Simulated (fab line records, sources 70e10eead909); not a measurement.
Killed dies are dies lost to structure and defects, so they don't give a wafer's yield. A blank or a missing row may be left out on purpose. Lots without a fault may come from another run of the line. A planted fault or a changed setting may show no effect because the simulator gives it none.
fab line records | flow nand_harc
record lots=15 wafers=45 last_day=34
route steps=1302 shown P_GATE@189 P_CONTACT@238
lots that met no fault: from a run of the same line without faults
start_h: hours from the record's first day to the start of the lot's first wafer shown | wait_h: hours since the lot's step before | " the same as in the row above | L1.1+2: a row that stands for several wafers | - no value, or no start given | * or withheld: withheld | < > ~ a bound
route shown NAME@n: a module of which the file shows steps, and the number in the route of the first | usual: mean/standard deviation of fault-free wafers | same: alike in all rows | chamber/n: place in a boat | sites: the reading at each site | _std_site: their standard deviation | _edge_site: outer sites' mean less inner sites' | radius_mm: how far each site lies from the wafer's centre | mask NAME#n: copy n | behind: the tool/chamber that last shaped the wafer | hold: why the lot was held/for how many hours/how that ended | device: the transistor (n, p or np) that didn't switch | end of line: the same wafers' tests at the end of the route | a step without rows: its recipe alone | killed: dies lost to structure and defects at the first sort, not the wafer's yield | map: a wafer's dies, x killed, . not, _ none there
set.NAME: the setting as run; set.NAME@STEP: as run at that earlier step | model.NAME: the simulator's own value behind a step, which no gauge read
steps of the route over a sample of lots; a table a step, a row a wafer
services: from which hour (start_h, from the record's first day; less than 0 if before it) a tool's chamber was out of use, for how many hours, and why
## steps
# step NHARC_P_GATE_STRIP_112
# recipe power_w=1500 temp_c=110 time_s=200 chemistry=N2/H2
# usual drypump_motor_current_A=5.9/0.61 heater_power_w=92/13
# columns lot.wafer tool chamber start_h wait_h drypump_motor_current_A heater_power_w rf_hours_counter_h
L145.4 plasma_asher-01 0 111.23 0.2 4.9 90 -
L145.6 " 0 " " 4.9 89 -
L145.5 " 1 " " 6.5 95 -
L146.2 plasma_asher-01 0 127.95 0.2 4.9 88 29
L146.3 " 0 " " 4.9 88 -
L146.5 " 1 " " 6.5 95 -
L148.1 plasma_asher-01 0 138.11 0.2 4.9 88 32
L148.2 " 1 " " 6.5 93 32
L148.3 " 1 " " 6.5 93 -
L149.1 plasma_asher-01 0 150.79 0.2 4.9 89 35
L149.3 " 1 " " 6.5 92 -
L149.4 " 0 " " 4.9 89 -
L157.3 plasma_asher-01 1 228.58 0.2 6.5 96 -
L157.4 " 0 " " 4.9 84 -
L157.6 " 0 " " 4.9 87 -
L158.2 plasma_asher-02 1 242.26 0.2 5.9 73 32
L158.6 " 0 " " 6.2 107 -
L158.5 " 1 " " 5.9 75 -
L159.2 plasma_asher-02 0 260.31 0.2 6.2 112 1
L159.4 " 1 " " 5.9 78 -
L159.5 " 1 " " 5.9 74 -
L160.2 plasma_asher-01 0 260.65 0.3 4.9 83 15
L160.4 " 1 " " 6.5 97 -
L160.5 " 1 " " 6.5 98 -
L161.4 plasma_asher-02 1 273.63 0.2 5.9 76 -
L161.3 " 0 " " 6.2 114 -
L161.6 " 1 " " 5.9 77 -
L162.3 plasma_asher-01 0 287.32 0.2 4.9 84 -
L162.4 " 1 " " 6.5 95 -
L162.6 " 0 " " 4.9 83 -
L163.2 plasma_asher-02 0 287.96 0.2 6.2 112 7
L163.4 " 1 " " 5.9 77 -
L163.6 " 0 " " 6.2 116 -
L164.2 plasma_asher-02 0 297.10 0.2 6.2 114 9
L164.6 " 0 " " 6.2 113 -
L164.5 " 1 " " 5.9 73 -
L165.2 plasma_asher-01 0 310.27 0.2 4.9 81 26
L165.4 " 0 " " 4.9 84 -
L165.6 " 0 " " 4.9 84 -
L167.2 plasma_asher-01 0 337.90 0.2 4.9 82 32
L167.1 " 1 " " 6.5 97 32
L167.3 " 0 " " 4.9 81 -
L168.2 plasma_asher-02 0 344.49 0.2 6.2 115 17
L168.4 " 1 " " 5.9 77 -
L168.6 " 0 " " 6.2 113 -
# step NHARC_P_CONTACT_ETCH_18
# recipe target_depth_a=4810 time_s=240.5 c4f8_flow_sccm=20 o2_flow_sccm=10 ar_flow_sccm=withheld rf_w=600 bias_w=1500 chemistry=C4F8/O2/Ar
# usual bias_w=1501/4.3 chamber_pressure_mTorr=25.000/0.022 oes_product_au=0.955/0.019 rf_fwd_power_W=598.1/1.7 rf_vpp_V=980/4.8
# columns lot.wafer tool chamber start_h wait_h bias_w chamber_pressure_mTorr oes_product_au rf_fwd_power_W rf_hours_counter_h rf_vpp_V
L145.4 rie_diel-11 2 117.72 - 1513 25.013 0.963 598.0 1.0 985
L145.5 " 2 " " 1507 24.990 0.965 598.7 - 986
L145.6 " 3 " " 1501 25.017 0.948 596.4 - 975
L146.3 rie_diel-12 0 134.59 - - - - - - -
L146.2 " 1 " " - - - - - -
L146.5 " 3 " " - - - - - -
L148.3 rie_diel-12 0 144.38 - - - - - - -
L148.1 " 1 " " - - - - - -
L148.2 " 2 " " - - - - - -
L149.3 rie_diel-11 1 157.18 - - - - - - -
L149.4 " 2 " " - - - - - -
L149.1 " 3 " " - - - - - -
L157.3 rie_diel-11 2 234.96 - 1495 24.987 0.927 600.6 4.6 984
L157.4 " 0 " " 1500 25.021 0.930 601.5 4.6 985
L157.6 " 2 " " 1493 25.006 0.923 596.7 - 984
L158.2 rie_diel-12 2 248.82 - 1499 24.991 0.923 596.0 8.2 977
L158.5 " 3 " " 1496 24.985 0.927 596.7 - 975
L158.6 " 0 " " 1498 25.037 0.927 598.5 - 981
L159.2 rie_diel-07 1 266.61 - 1504 25.002 0.920 596.6 2.5 985
L159.4 " 3 " " 1505 24.996 0.965 596.8 3.0 979
L159.5 " 1 " " 1496 25.042 0.929 600.1 - 986
L160.2 rie_diel-12 0 267.31 - 1497 25.025 0.973 598.4 9.2 982
L160.4 " 2 " " 1495 24.987 0.971 594.0 10.1 978
L160.5 " 1 " " 1504 24.989 0.981 596.9 - 982
L161.4 rie_diel-07 2 280.37 - 1503 25.009 0.949 595.3 3.4 979
L161.3 " 3 " " 1502 24.992 0.952 598.4 3.5 975
L161.6 " 0 " " 1506 25.006 0.940 597.6 - 973
L162.3 rie_diel-12 1 293.64 - 1491 24.990 0.973 599.5 1.1 982
L162.4 " 0 " " 1503 25.002 0.968 597.8 1.0 982
L162.6 " 1 " " 1502 24.996 0.969 599.9 - 981
L163.2 rie_diel-11 2 294.60 - 1499 24.989 0.960 601.1 0.8 984
L163.4 " 3 " " 1502 24.987 0.973 594.9 0.9 973
L163.6 " 1 " " 1496 25.055 0.965 598.5 - 984
L164.2 rie_diel-11 1 303.72 - 1500 24.988 0.945 597.9 1.4 985
L164.5 " 1 " " 1502 25.005 0.954 596.5 - 986
L164.6 " 2 " " 1495 25.058 0.956 597.7 - 984
L165.4 rie_diel-11 3 316.83 - 1509 25.015 0.942 596.0 2.0 973
L165.2 " 1 " " 1500 24.992 0.943 600.6 1.8 985
L165.6 " 2 " " 1498 24.978 0.957 596.0 - 983
L167.3 rie_diel-11 0 344.32 - 1506 25.031 0.979 596.8 2.7 987
L167.2 " 1 " " 1504 25.021 0.969 599.0 2.5 985
L167.1 " 2 " " 1503 24.995 0.960 600.3 2.7 984
L168.2 rie_diel-12 2 351.24 - 1500 24.984 0.925 597.6 3.6 976
L168.4 " 3 " " 1496 25.012 0.923 595.4 3.7 973
L168.6 " 1 " " 1499 25.002 0.927 600.5 - 983
# step NHARC_P_CONTACT_STRIP_28
# recipe o2_flow_sccm=500 ar_flow_sccm=0 bias_w=0 chemistry=O2
# usual drypump_motor_current_A=5.9/0.47 oes_product_au=0.999/0.0077 rf_vpp_V=57.8/0.92 showerhead_plenum_p_Torr=3.55/0.12 throttle_valve_pct=17.036/0.0095
# columns lot.wafer tool chamber start_h wait_h drypump_motor_current_A oes_product_au rf_hours_counter_h rf_vpp_V showerhead_plenum_p_Torr throttle_valve_pct
L145.4 rie_diel-12 0 118.22 0.1 5.5 0.999 0.8 57.3 3.62 17.029
L145.6 " 2 " " 5.8 1.001 - 58.3 3.49 17.028
L145.5 " 3 " " 6.0 1.010 - 55.7 3.42 17.031
L146.3 rie_diel-07 1 135.04 0.1 5.7 0.992 0.2 58.5 3.71 17.046
L146.2 " 2 " " 5.1 0.993 0.2 57.0 3.55 17.046
L146.5 " 1 " " 5.8 1.005 - 58.5 3.71 17.028
L148.1 rie_diel-07 2 144.85 0.1 5.1 1.000 0.4 58.0 3.55 17.020
L148.3 " 0 " " 6.2 0.989 0.4 58.5 3.38 17.036
L148.2 " 1 " " 5.8 0.989 0.4 57.7 3.71 17.049
L149.3 rie_diel-07 2 157.65 0.1 5.1 0.994 0.5 56.9 3.55 17.039
L149.1 " 3 " " 6.5 0.995 0.6 56.7 3.49 17.025
L149.4 " 0 " " 6.2 0.999 0.5 56.9 3.38 17.041
L157.3 rie_diel-07 2 235.42 0.1 5.0 1.001 2.1 58.6 3.55 17.060
L157.4 " 0 " " 6.1 1.001 2.3 58.0 3.38 17.030
L157.6 " 2 " " 5.0 0.988 - 56.7 3.55 17.019
L158.2 rie_diel-07 0 249.23 0.1 6.2 1.005 2.5 56.6 3.38 17.025
L158.6 " 0 " " 6.2 0.998 - 57.3 3.38 17.057
L158.5 " 2 " " 5.1 0.997 - 57.7 3.55 17.032
L159.4 rie_diel-11 3 267.10 0.1 6.2 1.002 0.1 56.9 3.40 17.034
L159.2 " 0 " " 6.5 1.019 0.1 59.7 3.70 17.056
L159.5 " 2 " " 5.8 1.006 - 60.0 3.67 17.046
L160.2 rie_diel-07 0 267.79 0.1 6.2 1.003 3.4 56.8 3.38 17.039
L160.4 " 1 " " 5.8 1.001 2.6 57.2 3.71 17.040
L160.5 " 3 " " 6.5 1.003 - 57.1 3.49 17.053
L161.4 rie_diel-12 1 280.83 0.1 6.1 0.999 0.6 56.8 3.62 17.042
L161.3 " 2 " " 5.8 0.997 0.4 57.5 3.48 17.039
L161.6 " 0 " " 5.5 0.991 - 57.6 3.62 17.023
L162.4 rie_diel-07 0 294.12 0.1 6.2 0.990 3.8 57.8 3.38 17.057
L162.3 " 1 " " 5.7 0.991 3.1 58.4 3.71 17.034
L162.6 " 0 " " 6.1 0.995 - 56.5 3.38 17.027
L163.4 rie_diel-12 2 295.07 0.1 5.8 0.986 1.2 56.6 3.48 17.035
L163.2 " 0 " " 5.5 0.979 1.1 58.2 3.62 17.047
L163.6 " 2 " " 5.8 0.978 - 57.9 3.48 17.028
L164.2 rie_diel-07 3 304.19 0.1 6.5 0.992 0.0 59.6 3.49 17.031
L164.5 " 3 " " 6.5 0.995 - 58.0 3.49 17.037
L164.6 " 0 " " 6.1 0.976 - 57.2 3.38 17.044
L165.2 rie_diel-11 1 317.28 0.1 5.6 1.012 1.8 59.1 3.70 17.046
L165.4 " 3 " " 6.2 0.995 2.1 57.4 3.40 17.040
L165.6 " 1 " " 5.5 1.004 - 58.1 3.70 17.036
L167.3 rie_diel-12 1 344.76 0.1 6.1 1.008 3.5 57.5 3.61 17.037
L167.1 " 3 " " 6.0 1.020 3.3 57.6 3.41 17.035
L167.2 " 0 " " 5.5 0.988 3.6 58.7 3.61 17.035
L168.2 rie_diel-11 3 351.72 0.1 6.2 1.006 3.1 57.3 3.40 17.039
L168.6 " 0 " " 6.5 0.999 - 57.7 3.70 17.037
L168.4 " 2 " " 5.8 0.994 - 57.2 3.67 17.046
# step NHARC_P_CONTACT_INSPECT_27
# usual raw_defect_count=313/120
# columns lot.wafer tool chamber start_h wait_h raw_defect_count
L145.4 defect_inspect-02 - 120.33 0.1 423
L145.5 " - " " 385
L145.6 " - " " 472
L146.2 defect_inspect-01 - 137.18 0.1 359
L146.3 " - " " 563
L146.5 " - " " 438
L148.1 defect_inspect-01 - 146.97 0.1 421
L148.2 " - " " 165
L148.3 " - " " 252
L149.1 defect_inspect-02 - 159.78 0.1 320
L149.3 " - " " 279
L149.4 " - " " 465
L157.3 defect_inspect-01 - 237.61 0.1 489
L157.4 " - " " 592
L157.6 " - " " 595
L158.2 defect_inspect-01 - 251.39 0.1 299
L158.5 " - " " 164
L158.6 " - " " 219
L159.2 defect_inspect-01 - 269.20 0.1 426
L159.4 " - " " 280
L159.5 " - " " 251
L160.2 defect_inspect-02 - 269.91 0.1 234
L160.4 " - " " 246
L160.5 " - " " 207
L161.3 defect_inspect-02 - 282.93 0.1 298
L161.4 " - " " 249
L161.6 " - " " 250
L162.3 defect_inspect-02 - 296.25 0.1 180
L162.4 " - " " 284
L162.6 " - " " 150
L163.2 defect_inspect-02 - 297.18 0.1 220
L163.4 " - " " 289
L163.6 " - " " 394
L164.2 defect_inspect-01 - 306.33 0.1 237
L164.5 " - " " 176
L164.6 " - " " 215
L165.2 defect_inspect-02 - 319.98 0.1 269
L165.4 " - " " 573
L165.6 " - " " 439
L167.1 defect_inspect-02 - 347.52 0.1 222
L167.2 " - " " 227
L167.3 " - " " 318
L168.2 defect_inspect-02 - 353.84 0.1 424
L168.4 " - " " 190
L168.6 " - " " 566
## services
# columns tool chamber start_h hours kind
rie_diel-11 0 87.50 - clean
rie_diel-11 1 87.50 - clean
rie_diel-11 2 87.50 - clean
rie_diel-12 - 91.40 9.0 pm
rie_diel-07 - 117.20 9.0 pm
plasma_asher-02 - 125.88 1.2 repair
plasma_asher-02 - 150.40 0.9 repair
rie_diel-12 3 155.98 4.1 repair
rie_diel-11 - 160.03 1.8 repair
rie_diel-12 0 161.09 21.0 repair
plasma_asher-01 - 165.00 9.0 pm
rie_diel-12 1 201.23 7.6 repair
rie_diel-07 1 242.46 23.0 repair
plasma_asher-02 - 249.04 9.0 pm
plasma_asher-01 - 252.35 5.9 repair
rie_diel-11 - 255.50 9.0 pm
rie_diel-07 3 256.23 2.3 repair
rie_diel-12 - 268.40 9.0 pm
rie_diel-07 - 294.20 9.0 pm
rie_diel-12 2 301.15 3.8 repair
plasma_asher-02 - 303.95 10.4 repair
rie_diel-07 0 328.18 2.0 repair
plasma_asher-01 - 342.00 9.0 pm
rie_diel-11 1 346.91 4.9 repair
## key
first_sign step=NHARC_P_CONTACT_ETCH_18 reading=tool_record direction=missing
effect none on later readings
met_at NHARC_P_CONTACT_ETCH_18
struck_lots L146,L148,L149
later_rows_left_out L146.2,L146.3,L146.5,L148.1,L148.2,L148.3,L149.1,L149.3,L149.4
sort_left_out L146.2,L146.3,L146.5,L148.1,L148.2,L148.3,L149.1,L149.3,L149.4
tester_left_out L146,L148,L149
not_acting_at NHARC_P_GATE_STRIP_112,NHARC_P_CONTACT_STRIP_28,NHARC_P_CONTACT_INSPECT_27
onset_between 117.72 134.59
fault kind=skipped_step_whole tool=rie_diel-11,rie_diel-12 chamber=- onset_h=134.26 steps=NHARC_P_CONTACT_ETCH_18 scope=struck_lots_only
# tester_left_out: of these lots the tester's yield and bins aren't shown, on N5 and GAA mostly nor the transistor test; their killed dies are dies lost to structure and defects alone, not to doping, threshold or leakage, so they don't give the yield
# sort_left_out: the simulated sort isn't trusted on such a fault, so these wafers' sort isn't shown, and their yield isn't known
# later_rows_left_out: the simulator's readings of these wafers behind a module that went badly wrong aren't trusted and aren't shown, but for the sort
